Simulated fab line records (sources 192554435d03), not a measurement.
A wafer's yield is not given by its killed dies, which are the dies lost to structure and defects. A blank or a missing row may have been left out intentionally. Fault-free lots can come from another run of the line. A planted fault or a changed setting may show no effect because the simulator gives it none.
fab line records	flow n5Finfet
record lots=24	wafers=72	lastDay=18
route steps=1938 shown BEOL_M2@898
lots that met no fault: taken from a fault-free run of the same line
startH: hours from the record's first day to the start of the lot's first wafer shown	waitH: hours from the lot's prior step to this one	" repeats the value in the row above	L1.1+2: several wafers, shown together as one row	- no value, or no start given	* or withheld: withheld	< > ~ a bound
route shown NAME@n: NAME is a module with steps in the file, n the number in the route of the first one	usual: mean and standard deviation over wafers with no fault	same: alike in all rows	chamber/n: place in a boat	sites: each site's reading	_std_site: the values' standard deviation	_edge_site: outer sites' mean less inner sites'	radiusMm: for every site, how far away it sits from the centre of the wafer	mask NAME#n: copy n	behind: tool/chamber where the wafer was last shaped	hold: the reason the lot was held/the length of the hold in hours/how it ended	device: the n, p or np transistor that did not switch	end of line: tests of these same wafers at the route's end	for a step that has no rows: nothing shown but its recipe	killed: at the first sort, the dies lost to defects and structure; wafer yield is something else	map: dies across one wafer; x = killed, . = not, _ = none there
set.NAME: the setting that was run; set.NAME@STEP: the one run at that earlier step	model.NAME: the simulator's own value behind a step, which no gauge read
steps of the route over a sample of lots; a table a step, a row a wafer
## steps
# step N5_BEOL_M2_CD_MEAS_35
# recipe targetCdNm=18	targetCdYNm=22.2	polarity=opening
# usual cdNm=18.2/0.47
lot.wafer	tool	chamber	startH	waitH	cdNm
L074.3	cdSem-01	-	144.30	0.0	18.8
L074.5	"	-	"	"	18.2
L074.6	"	-	"	"	19.1
L075.1	cdSem-01	-	145.45	0.0	18.4
L075.3	"	-	"	"	18.7
L075.5	"	-	"	"	18.3
L076.2	cdSem-03	-	152.83	0.0	17.9
L076.4	"	-	"	"	17.6
L076.5	"	-	"	"	17.7
L078.4	cdSem-01	-	165.26	0.0	18.1
L078.5	"	-	"	"	18.9
L078.6	"	-	"	"	18.3
L077.1	cdSem-01	-	167.70	0.0	18.8
L077.4	"	-	"	"	17.7
L077.5	"	-	"	"	18.4
L079.4	cdSem-03	-	171.56	0.0	17.8
L079.5	"	-	"	"	17.4
L079.6	"	-	"	"	18.0
L081.2	cdSem-01	-	186.63	0.0	18.1
L081.3	"	-	"	"	18.3
L081.5	"	-	"	"	18.1
L080.2	cdSem-01	-	192.78	0.0	17.6
L080.3	"	-	"	"	18.0
L080.6	"	-	"	"	17.9
L082.2	cdSem-02	-	193.66	0.0	17.9
L082.3	"	-	"	"	17.6
L082.4	"	-	"	"	17.8
L083.2	cdSem-01	-	198.44	0.0	18.3
L083.4	"	-	"	"	18.0
L083.6	"	-	"	"	18.6
L084.1	cdSem-01	-	202.22	0.0	18.3
L084.2	"	-	"	"	17.7
L084.3	"	-	"	"	18.2
L085.3	cdSem-01	-	208.85	0.0	17.8
L085.4	"	-	"	"	17.5
L085.6	"	-	"	"	17.8
L087.1	cdSem-01	-	219.43	0.0	18.7
L087.2	"	-	"	"	18.0
L087.3	"	-	"	"	19.2
L086.1	cdSem-02	-	227.92	0.0	17.4
L086.5	"	-	"	"	18.2
L086.6	"	-	"	"	17.6
L088.2	cdSem-01	-	232.75	0.0	18.0
L088.3	"	-	"	"	17.3
L088.6	"	-	"	"	17.4
L090.3	cdSem-01	-	235.98	0.0	17.5
L090.5	"	-	"	"	18.8
L090.6	"	-	"	"	19.1
L089.1	cdSem-01	-	239.49	0.0	17.7
L089.2	"	-	"	"	17.3
L089.5	"	-	"	"	17.6
L091.1	cdSem-03	-	248.51	0.0	18.2
L091.3	"	-	"	"	18.6
L091.5	"	-	"	"	18.1
L093.1	cdSem-02	-	248.98	0.0	18.3
L093.3	"	-	"	"	18.9
L093.4	"	-	"	"	18.2
L092.3	cdSem-02	-	265.66	0.0	18.3
L092.4	"	-	"	"	17.3
L092.5	"	-	"	"	17.6
L094.1	cdSem-03	-	272.86	0.0	17.5
L094.4	"	-	"	"	18.2
L094.5	"	-	"	"	18.0
L095.2	cdSem-01	-	278.89	0.0	19.1
L095.5	"	-	"	"	19.1
L095.6	"	-	"	"	18.8
L097.3	cdSem-01	-	279.09	0.0	18.0
L097.5	"	-	"	"	17.7
L097.6	"	-	"	"	18.3
L096.2	cdSem-03	-	283.95	0.0	18.5
L096.3	"	-	"	"	17.9
L096.5	"	-	"	"	19.1
# step N5_BEOL_M2_SURFACE_TREAT_85
# recipe gas=Ar	timeS=*	ionEnergyEv=*	ionCurrentMaCm2=0.5	pressureMtorr=*	arFlowSccm=30
# usual throttleValvePct=*
lot.wafer	tool	chamber	startH	waitH	throttleValvePct
L074.3	pvdSputter-01	-	144.91	0.1	*
L074.5	"	-	"	"	*
L074.6	"	-	"	"	*
L075.1	pvdSputter-02	-	147.87	0.3	*
L075.3	"	-	"	"	*
L075.5	"	-	"	"	*
L076.2	pvdSputter-03	-	153.64	0.4	*
L076.4	"	-	"	"	*
L076.5	"	-	"	"	*
L078.4	pvdSputter-03	-	167.06	1.3	*
L078.5	"	-	"	"	*
L078.6	"	-	"	"	*
L077.1	pvdSputter-03	-	168.50	0.2	*
L077.4	"	-	"	"	*
L077.5	"	-	"	"	*
L079.4	pvdSputter-02	-	172.84	0.2	*
L079.5	"	-	"	"	*
L079.6	"	-	"	"	*
L081.2	pvdSputter-03	-	187.13	0.2	*
L081.3	"	-	"	"	*
L081.5	"	-	"	"	*
L080.2	pvdSputter-03	-	193.39	0.1	*
L080.3	"	-	"	"	*
L080.6	"	-	"	"	*
L082.2	pvdSputter-02	-	195.45	1.3	*
L082.3	"	-	"	"	*
L082.4	"	-	"	"	*
L083.2	pvdSputter-01	-	199.20	0.2	*
L083.4	"	-	"	"	*
L083.6	"	-	"	"	*
L084.1	pvdSputter-01	-	203.15	0.3	*
L084.2	"	-	"	"	*
L084.3	"	-	"	"	*
L085.3	pvdSputter-01	-	211.10	0.2	*
L085.4	"	-	"	"	*
L085.6	"	-	"	"	*
L087.1	pvdSputter-01	-	220.21	0.3	*
L087.2	"	-	"	"	*
L087.3	"	-	"	"	*
L086.1	pvdSputter-02	-	228.40	0.1	*
L086.5	"	-	"	"	*
L086.6	"	-	"	"	*
L088.2	pvdSputter-02	-	233.48	0.2	*
L088.3	"	-	"	"	*
L088.6	"	-	"	"	*
L090.3	pvdSputter-02	-	236.45	0.1	*
L090.5	"	-	"	"	*
L090.6	"	-	"	"	*
L089.1	pvdSputter-02	-	240.27	0.2	*
L089.2	"	-	"	"	*
L089.5	"	-	"	"	*
L091.1	pvdSputter-01	-	249.48	0.4	*
L091.3	"	-	"	"	*
L091.5	"	-	"	"	*
L093.1	pvdSputter-03	-	250.16	0.4	*
L093.3	"	-	"	"	*
L093.4	"	-	"	"	*
L092.3	pvdSputter-02	-	266.37	0.2	*
L092.4	"	-	"	"	*
L092.5	"	-	"	"	*
L094.1	pvdSputter-02	-	273.45	0.1	*
L094.4	"	-	"	"	*
L094.5	"	-	"	"	*
L095.2	pvdSputter-02	-	279.53	0.2	*
L095.5	"	-	"	"	*
L095.6	"	-	"	"	*
L097.3	pvdSputter-01	-	279.63	0.2	*
L097.5	"	-	"	"	*
L097.6	"	-	"	"	*
L096.2	pvdSputter-01	-	284.89	0.4	*
L096.3	"	-	"	"	*
L096.5	"	-	"	"	*
# step N5_BEOL_M2_ANNEAL_80
# recipe tempC=400	timeS=240	ambient=vacuum
# usual heaterPowerW=859/100
lot.wafer	tool	chamber	startH	waitH	heaterPowerW
L074.3	pvdSputter-02	-	145.43	0.0	736
L074.5	"	-	"	"	1120
L074.6	"	-	"	"	736
L075.1	pvdSputter-02	-	148.41	0.0	1175
L075.3	"	-	"	"	768
L075.5	"	-	"	"	750
L076.2	pvdSputter-03	-	154.44	0.0	889
L076.4	"	-	"	"	872
L076.5	"	-	"	"	866
L078.4	pvdSputter-01	-	167.68	0.1	859
L078.5	"	-	"	"	918
L078.6	"	-	"	"	914
L077.1	pvdSputter-03	-	169.32	0.0	895
L077.4	"	-	"	"	871
L077.5	"	-	"	"	882
L079.4	pvdSputter-01	-	173.72	0.1	850
L079.5	"	-	"	"	938
L079.6	"	-	"	"	929
L081.2	pvdSputter-03	-	187.71	0.0	875
L081.3	"	-	"	"	846
L081.5	"	-	"	"	853
L080.2	pvdSputter-03	-	194.08	0.0	897
L080.3	"	-	"	"	890
L080.6	"	-	"	"	848
L082.2	pvdSputter-02	-	195.97	0.0	741
L082.3	"	-	"	"	805
L082.4	"	-	"	"	1135
L083.2	pvdSputter-02	-	199.95	0.0	807
L083.4	"	-	"	"	742
L083.6	"	-	"	"	745
L084.1	pvdSputter-02	-	203.75	0.0	1115
L084.2	"	-	"	"	714
L084.3	"	-	"	"	750
L085.3	pvdSputter-03	-	211.69	0.0	884
L085.4	"	-	"	"	740
L085.6	"	-	"	"	742
L087.1	pvdSputter-01	-	220.79	0.0	904
L087.2	"	-	"	"	896
L087.3	"	-	"	"	729
L086.1	pvdSputter-01	-	229.24	0.0	739
L086.5	"	-	"	"	872
L086.6	"	-	"	"	947
L088.2	pvdSputter-03	-	234.09	0.0	752
L088.3	"	-	"	"	882
L088.6	"	-	"	"	717
L090.3	pvdSputter-02	-	236.97	0.0	1146
L090.5	"	-	"	"	756
L090.6	"	-	"	"	819
L089.1	pvdSputter-01	-	240.86	0.0	879
L089.2	"	-	"	"	951
L089.5	"	-	"	"	744
L091.1	pvdSputter-01	-	250.06	0.0	939
L091.3	"	-	"	"	941
L091.5	"	-	"	"	885
L093.1	pvdSputter-01	-	251.90	0.0	932
L093.3	"	-	"	"	907
L093.4	"	-	"	"	881
L092.3	pvdSputter-03	-	266.89	0.0	854
L092.4	"	-	"	"	759
L092.5	"	-	"	"	891
L094.1	pvdSputter-03	-	275.31	0.0	874
L094.4	"	-	"	"	748
L094.5	"	-	"	"	871
L095.2	pvdSputter-01	-	280.37	0.0	956
L095.5	"	-	"	"	754
L095.6	"	-	"	"	865
L097.3	pvdSputter-03	-	282.11	0.0	753
L097.5	"	-	"	"	863
L097.6	"	-	"	"	872
L096.2	pvdSputter-01	-	285.75	0.0	907
L096.3	"	-	"	"	923
L096.5	"	-	"	"	906
# step N5_BEOL_M2_SPUTTER_81
# recipe material=Cu	targetThkA=45	tempC=-20	chamberPressurePa=0.07	powerW=withheld	timeS=8.29
# usual chuckSensorTempC=-16.3/0.42	throttleValvePct=29.6/1.3
lot.wafer	tool	chamber	startH	waitH	chuckSensorTempC	throttleValvePct
L074.3	pvdSputter-02	-	145.57	0.1	-15.6	28.6
L074.5	"	-	"	"	-16.7	28.2
L074.6	"	-	"	"	-16.0	28.9
L075.1	pvdSputter-02	-	148.55	0.1	-16.6	28.1
L075.3	"	-	"	"	-16.8	30.7
L075.5	"	-	"	"	-15.9	28.8
L076.2	pvdSputter-03	-	154.58	0.1	-16.7	31.7
L076.4	"	-	"	"	-16.3	32.0
L076.5	"	-	"	"	-15.8	29.4
L078.4	pvdSputter-01	-	167.79	0.0	-16.1	28.1
L078.5	"	-	"	"	-16.0	28.5
L078.6	"	-	"	"	-16.7	29.1
L077.1	pvdSputter-03	-	169.46	0.1	-16.2	31.9
L077.4	"	-	"	"	-15.6	29.1
L077.5	"	-	"	"	-16.3	31.9
L079.4	pvdSputter-01	-	173.83	0.0	-16.3	28.0
L079.5	"	-	"	"	-16.2	28.5
L079.6	"	-	"	"	-16.9	29.3
L081.2	pvdSputter-03	-	187.85	0.1	-17.0	31.4
L081.3	"	-	"	"	-15.8	29.5
L081.5	"	-	"	"	-15.6	29.4
L080.2	pvdSputter-03	-	194.22	0.1	-15.7	29.4
L080.3	"	-	"	"	-16.4	32.0
L080.6	"	-	"	"	-15.7	29.4
L082.2	pvdSputter-02	-	196.11	0.1	-16.1	28.9
L082.3	"	-	"	"	-16.9	30.7
L082.4	"	-	"	"	-16.9	28.1
L083.2	pvdSputter-02	-	200.09	0.1	-16.8	30.6
L083.4	"	-	"	"	-15.8	28.8
L083.6	"	-	"	"	-16.2	28.8
L084.1	pvdSputter-02	-	203.89	0.1	-16.8	28.1
L084.2	"	-	"	"	-15.8	29.0
L084.3	"	-	"	"	-16.0	29.1
L085.3	pvdSputter-03	-	211.83	0.1	-15.7	29.4
L085.4	"	-	"	"	-16.4	28.6
L085.6	"	-	"	"	-16.4	28.8
L087.1	pvdSputter-01	-	220.93	0.1	-16.9	29.2
L087.2	"	-	"	"	-16.1	28.4
L087.3	"	-	"	"	-15.9	31.1
L086.1	pvdSputter-01	-	229.38	0.1	-15.9	30.7
L086.5	"	-	"	"	-16.0	28.2
L086.6	"	-	"	"	-16.1	28.9
L088.2	pvdSputter-03	-	234.23	0.1	-16.6	28.6
L088.3	"	-	"	"	-16.3	31.7
L088.6	"	-	"	"	-16.6	28.6
L090.3	pvdSputter-02	-	237.11	0.1	-16.8	28.3
L090.5	"	-	"	"	-16.1	28.7
L090.6	"	-	"	"	-16.8	30.7
L089.1	pvdSputter-01	-	241.00	0.1	-16.1	28.2
L089.2	"	-	"	"	-16.4	28.3
L089.5	"	-	"	"	-16.1	30.5
L091.1	pvdSputter-01	-	250.20	0.1	-17.0	29.2
L091.3	"	-	"	"	-16.2	28.4
L091.5	"	-	"	"	-16.0	28.1
L093.1	pvdSputter-01	-	252.04	0.1	-16.0	28.3
L093.3	"	-	"	"	-16.8	29.4
L093.4	"	-	"	"	-16.2	28.0
L092.3	pvdSputter-03	-	267.03	0.1	-15.7	29.2
L092.4	"	-	"	"	-16.5	29.0
L092.5	"	-	"	"	-16.8	31.5
L094.1	pvdSputter-03	-	275.45	0.1	-17.0	31.3
L094.4	"	-	"	"	-16.5	28.9
L094.5	"	-	"	"	-17.0	31.8
L095.2	pvdSputter-01	-	280.51	0.1	-16.2	28.6
L095.5	"	-	"	"	-16.0	31.0
L095.6	"	-	"	"	-16.1	28.2
L097.3	pvdSputter-03	-	282.25	0.1	-16.5	28.9
L097.5	"	-	"	"	-16.3	31.8
L097.6	"	-	"	"	-16.9	31.5
L096.2	pvdSputter-01	-	285.89	0.1	-17.0	29.5
L096.3	"	-	"	"	-16.3	28.6
L096.5	"	-	"	"	-16.9	29.3
# step N5_BEOL_M2_SPUTTER_94
# recipe material=Cu	targetThkA=45	tempC=-20	chamberPressurePa=0.07	powerW=withheld	timeS=8.29
# usual chuckSensorTempC=-16.3/0.42	throttleValvePct=29.6/1.3
lot.wafer	tool	chamber	startH	waitH	chuckSensorTempC	throttleValvePct
L074.3	pvdSputter-02	-	146.67	0.1	-15.8	28.6
L074.5	"	-	"	"	-16.8	28.4
L074.6	"	-	"	"	-16.0	28.9
L075.1	pvdSputter-02	-	149.65	0.1	-17.0	28.4
L075.3	"	-	"	"	-16.9	30.7
L075.5	"	-	"	"	-15.9	28.7
L076.2	pvdSputter-03	-	155.68	0.1	-17.0	31.8
L076.4	"	-	"	"	-16.2	32.1
L076.5	"	-	"	"	-15.7	29.4
L078.4	pvdSputter-01	-	168.89	0.0	-16.1	28.4
L078.5	"	-	"	"	-16.4	28.2
L078.6	"	-	"	"	-16.7	29.4
L077.1	pvdSputter-03	-	170.56	0.1	-16.1	32.0
L077.4	"	-	"	"	-15.7	29.3
L077.5	"	-	"	"	-16.2	31.9
L079.4	pvdSputter-01	-	174.93	0.0	-16.3	28.4
L079.5	"	-	"	"	-16.2	28.5
L079.6	"	-	"	"	-16.8	29.4
L081.2	pvdSputter-03	-	188.95	0.1	-17.0	31.4
L081.3	"	-	"	"	-15.7	29.1
L081.5	"	-	"	"	-15.6	29.2
L080.2	pvdSputter-03	-	195.32	0.1	-15.6	29.4
L080.3	"	-	"	"	-16.1	31.8
L080.6	"	-	"	"	-15.8	29.4
L082.2	pvdSputter-02	-	197.21	0.1	-16.2	28.7
L082.3	"	-	"	"	-16.9	30.9
L082.4	"	-	"	"	-16.9	28.2
L083.2	pvdSputter-02	-	201.19	0.1	-16.8	30.8
L083.4	"	-	"	"	-15.8	28.4
L083.6	"	-	"	"	-16.0	28.9
L084.1	pvdSputter-02	-	204.99	0.1	-17.0	28.4
L084.2	"	-	"	"	-15.9	28.8
L084.3	"	-	"	"	-16.1	29.0
L085.3	pvdSputter-03	-	212.93	0.1	-15.8	29.3
L085.4	"	-	"	"	-16.4	28.9
L085.6	"	-	"	"	-16.4	28.7
L087.1	pvdSputter-01	-	222.03	0.1	-16.7	29.0
L087.2	"	-	"	"	-16.3	27.8
L087.3	"	-	"	"	-16.0	31.2
L086.1	pvdSputter-01	-	230.48	0.1	-15.9	30.8
L086.5	"	-	"	"	-15.8	28.3
L086.6	"	-	"	"	-16.3	28.3
L088.2	pvdSputter-03	-	235.33	0.1	-16.4	28.9
L088.3	"	-	"	"	-16.2	31.9
L088.6	"	-	"	"	-16.4	28.9
L090.3	pvdSputter-02	-	238.21	0.1	-16.8	28.0
L090.5	"	-	"	"	-16.1	28.9
L090.6	"	-	"	"	-16.7	30.6
L089.1	pvdSputter-01	-	242.10	0.1	-16.3	28.3
L089.2	"	-	"	"	-16.1	28.6
L089.5	"	-	"	"	-16.0	30.8
L091.1	pvdSputter-01	-	251.30	0.1	-16.6	29.5
L091.3	"	-	"	"	-16.1	28.3
L091.5	"	-	"	"	-16.2	28.1
L093.1	pvdSputter-01	-	253.14	0.1	-16.3	28.5
L093.3	"	-	"	"	-17.0	29.5
L093.4	"	-	"	"	-16.1	27.9
L092.3	pvdSputter-03	-	268.13	0.1	-15.6	29.6
L092.4	"	-	"	"	-16.3	28.8
L092.5	"	-	"	"	-17.0	31.2
L094.1	pvdSputter-03	-	276.55	0.1	-16.8	31.6
L094.4	"	-	"	"	-16.4	28.8
L094.5	"	-	"	"	-16.9	31.3
L095.2	pvdSputter-01	-	281.61	0.1	-16.3	28.7
L095.5	"	-	"	"	-16.0	30.8
L095.6	"	-	"	"	-16.1	28.2
L097.3	pvdSputter-03	-	283.35	0.1	-16.4	28.7
L097.5	"	-	"	"	-16.2	32.2
L097.6	"	-	"	"	-16.9	31.3
L096.2	pvdSputter-01	-	286.99	0.1	-16.9	29.3
L096.3	"	-	"	"	-16.3	28.6
L096.5	"	-	"	"	-16.9	29.4
# step N5_BEOL_M2_INSPECT_59
# recipe inspectInstrument=darkfield	mode=postDep
# usual rawDefectCount=76/24
lot.wafer	tool	chamber	startH	waitH	rawDefectCount
L074.3	defectInspect-01	-	148.08	0.0	45
L074.5	"	-	"	"	67
L074.6	"	-	"	"	123
L075.1	defectInspect-01	-	150.95	0.0	56
L075.3	"	-	"	"	39
L075.5	"	-	"	"	73
L076.2	defectInspect-01	-	157.00	0.0	59
L076.4	"	-	"	"	76
L076.5	"	-	"	"	61
L078.4	defectInspect-02	-	170.25	0.0	62
L078.5	"	-	"	"	65
L078.6	"	-	"	"	49
L077.1	defectInspect-02	-	171.86	0.0	58
L077.4	"	-	"	"	72
L077.5	"	-	"	"	56
L079.4	defectInspect-02	-	176.57	0.0	59
L079.5	"	-	"	"	58
L079.6	"	-	"	"	108
L081.2	defectInspect-02	-	190.24	0.0	127
L081.3	"	-	"	"	107
L081.5	"	-	"	"	148
L080.2	defectInspect-02	-	197.25	0.0	65
L080.3	"	-	"	"	56
L080.6	"	-	"	"	58
L082.2	defectInspect-02	-	199.97	0.0	65
L082.3	"	-	"	"	74
L082.4	"	-	"	"	38
L083.2	defectInspect-02	-	202.53	0.0	86
L083.4	"	-	"	"	79
L083.6	"	-	"	"	51
L084.1	defectInspect-01	-	206.28	0.0	68
L084.2	"	-	"	"	77
L084.3	"	-	"	"	86
L085.3	defectInspect-01	-	214.22	0.0	75
L085.4	"	-	"	"	65
L085.6	"	-	"	"	69
L087.1	defectInspect-01	-	223.33	0.0	54
L087.2	"	-	"	"	42
L087.3	"	-	"	"	60
L086.1	defectInspect-02	-	232.00	0.0	61
L086.5	"	-	"	"	91
L086.6	"	-	"	"	68
L088.2	defectInspect-02	-	236.91	0.0	104
L088.3	"	-	"	"	72
L088.6	"	-	"	"	108
L090.3	defectInspect-01	-	239.52	0.0	92
L090.5	"	-	"	"	90
L090.6	"	-	"	"	71
L089.1	defectInspect-01	-	243.39	0.0	79
L089.2	"	-	"	"	57
L089.5	"	-	"	"	86
L091.1	defectInspect-01	-	252.59	0.0	74
L091.3	"	-	"	"	66
L091.5	"	-	"	"	66
L093.1	defectInspect-02	-	254.44	0.0	64
L093.3	"	-	"	"	70
L093.4	"	-	"	"	43
L092.3	defectInspect-02	-	269.59	0.0	124
L092.4	"	-	"	"	122
L092.5	"	-	"	"	155
L094.1	defectInspect-01	-	278.01	0.0	96
L094.4	"	-	"	"	74
L094.5	"	-	"	"	70
L095.2	defectInspect-01	-	282.90	0.0	72
L095.5	"	-	"	"	93
L095.6	"	-	"	"	144
L097.3	defectInspect-02	-	286.11	0.0	61
L097.5	"	-	"	"	89
L097.6	"	-	"	"	78
L096.2	defectInspect-02	-	288.29	0.0	102
L096.3	"	-	"	"	120
L096.5	"	-	"	"	107
## key
fault none
